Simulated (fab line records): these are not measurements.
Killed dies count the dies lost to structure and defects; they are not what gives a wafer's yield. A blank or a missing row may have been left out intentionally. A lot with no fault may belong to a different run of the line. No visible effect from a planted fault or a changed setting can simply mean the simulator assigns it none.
Split-lot trial	flow n5-finfet	7 lots, 21 wafers read, on a route of 1938 steps

== ABOUT THE SPLIT ==
At N5_BEOL_M2_ETCH_70 (etches SOC in N2/H2, target depth 80 nm, overetch 24 nm, time 130 s), the setting time-s was moved away from the recipe's 130 s on 8 of the 21 wafers read, by -6.8% to +13.2%. This setting was run at the recipe's value on the other wafers.

The reading comes from the split's own step.

== THE READING ==
SiARC_of_BEOL_M2_COAT_68.thk-nm (the simulator's own value, which no gauge read), in nm, at N5_BEOL_M2_ETCH_70 (etches SOC in N2/H2, target depth 80 nm, overetch 24 nm, time 130 s). There is no usual value for it anywhere in the file. Across the 13 wafers here that went through the recipe, the average is 5.9 nm and the standard deviation 0.2 nm.

wafer	tool, chamber at the split	time-s as run, s	against the recipe	SiARC_of_BEOL_M2_COAT_68.thk-nm, nm	against lot-mates on the recipe
L074.1	rie-diel-04, 0	121.2	-6.8%	6.2	+0.2
L074.6	rie-diel-04, 0	121.2	-6.8%	6.2	+0.2
L074.3	rie-diel-04, 2	130	recipe	6	-
L078.3	rie-diel-01, 0	140.4	+8.0%	5.4	-0.6
L078.4	rie-diel-01, 0	140.4	+8.0%	5.4	-0.6
L078.6	rie-diel-01, 3	130	recipe	6	-
L081.1	rie-diel-01, 3,0	140.5	+8.1%	5.2	-0.6
L081.4	rie-diel-01, 3,0	140.5	+8.1%	5.2	-0.6
L081.6	rie-diel-01, 3	130	recipe	5.8	-
L084.2	rie-diel-03, 3	130	recipe	6.2	-
L084.3	rie-diel-03, 2	130	recipe	5.8	-
L084.5	rie-diel-03, 1	130	recipe	5.6	-
L087.4	rie-diel-03, 0	130	recipe	5.8	-
L087.5	rie-diel-03, 3	130	recipe	6.4	-
L087.6	rie-diel-03, 2	130	recipe	6	-
L093.1	rie-diel-03, 2	130	recipe	6	-
L093.2	rie-diel-03, 1	147.2	+13.2%	4.8	-1.2
L093.6	rie-diel-03, 0	147.2	+13.2%	5	-1.0
L092.3	rie-diel-01, 1,2,1	130	recipe	5.8	-
L092.5	rie-diel-01, 1,2,1	130	recipe	5.8	-
L092.6	rie-diel-01, 1,2,1	130	recipe	5.8	-
The file does not say which wafer passed through which chamber wherever a row lists several chambers: such a row stands for several wafers.

FIT RESULTS
A straight line over all 21 wafers: SiARC_of_BEOL_M2_COAT_68.thk-nm changes by -0.0701 nm for each +1% of time-s; r = -0.90; the points scatter about the line by 0.19 nm.
The same after taking each lot's own level away (the mean of its wafers on the recipe; 21 wafers): -0.0698 nm for each +1%; r = -0.92; scatter 0.17 nm.
The reading moves by 0.92 nm for the largest change in time-s, on that fit.
The span of the lots' own levels, 5.80 to 6.07 nm, comes to 1.3 times the standard deviation stated above.
So the lot-to-lot level changes the slope little: the two slopes agree.
Check: -0.897 nm against its lot-mates is what the line predicts for one of the wafers moved furthest among these (+13.2%) when that wafer is left out of the fit. Against them it came out at -1.2 nm.

== FURTHER SPLITS ON THESE WAFERS ==
Before the reading, these wafers also passed through other splits. Each is held against what the fit with the lots' levels taken away leaves over:
other split on the same wafers	wafers away from the commonest value	r with SiARC_of_BEOL_M2_COAT_68.thk-nm (lot level and that fit taken away)
N5_BEOL_M2_DESCUM_33 time-s	7	+0.29
N5_BEOL_M2_ETCHBACK_99 time-s	9	+0.00

== FILE'S OWN FIT ==
SiARC_of_BEOL_M2_COAT_68.thk-nm changes by -0.073 nm for each +1% of time-s, r = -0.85.
